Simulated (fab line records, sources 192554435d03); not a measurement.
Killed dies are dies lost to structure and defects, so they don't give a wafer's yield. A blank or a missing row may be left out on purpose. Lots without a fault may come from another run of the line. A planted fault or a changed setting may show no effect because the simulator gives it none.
Chamber matching | flow n5_finfet | N5_PMOS_HMC_CHANNEL_EPI_DESCUM_14 on rie_diel-02: 4 sister chambers
The step chemistry O2, time 7.9 s. 8 wafers are shown with their chamber, then 8 later ones without.

WAFERS WITH THEIR CHAMBER
wafer  | chamber | showerhead_plenum_p_Torr (Torr) | throttle_valve_pct (%)
L076.6 | 2       | 2.20                            | 20.56
L078.2 | 1       | 2.04                            | 20.74
L082.1 | 1       | 2.04                            | 20.77
L082.6 | 0       | 2.09                            | 20.57
L085.1 | 2       | 2.19                            | 20.57
L085.4 | 3       | 2.07                            | 20.14
L085.5 | 0       | 2.09                            | 20.58
L086.2 | 3       | 2.07                            | 20.16

WAFERS WITHOUT THEIR CHAMBER
wafer  | showerhead_plenum_p_Torr (Torr) | throttle_valve_pct (%)
L086.4 | 2.09                            | 20.58
L086.6 | 2.03                            | 20.76
L093.4 | 2.08                            | 20.61
L093.5 | 2.03                            | 20.80
L093.6 | 2.08                            | 20.58
L097.1 | 2.08                            | 20.60
L097.3 | 2.18                            | 20.60
L097.5 | 2.18                            | 20.58

WHICH CHAMBER EACH WENT THROUGH
wafer  | from the rows above | in truth
L086.4 | 0                   | 0
L086.6 | 1                   | 1
L093.4 | 0                   | 0
L093.5 | 1                   | 1
L093.6 | 0                   | 0
L097.1 | 0                   | 0
L097.3 | 2                   | 2
L097.5 | 2                   | 2
Placed correctly: 8 of 8. Can't be placed from these rows: 0. Placed wrongly: 0.
How it was worked out, from the rows above alone: a wafer's distance from a chamber is the root of the sum, over the readings, of the square of ((its reading less the chamber's mean) divided by the reading's scatter). The wafer belongs to the nearest chamber; if the next one is less than 2 further off, it can't be placed. A chamber's mean is the mean of its shown wafers. The scatter: the root of (the sum of the squares of (reading less its chamber's mean) over the shown wafers, divided by (wafers less chambers)).
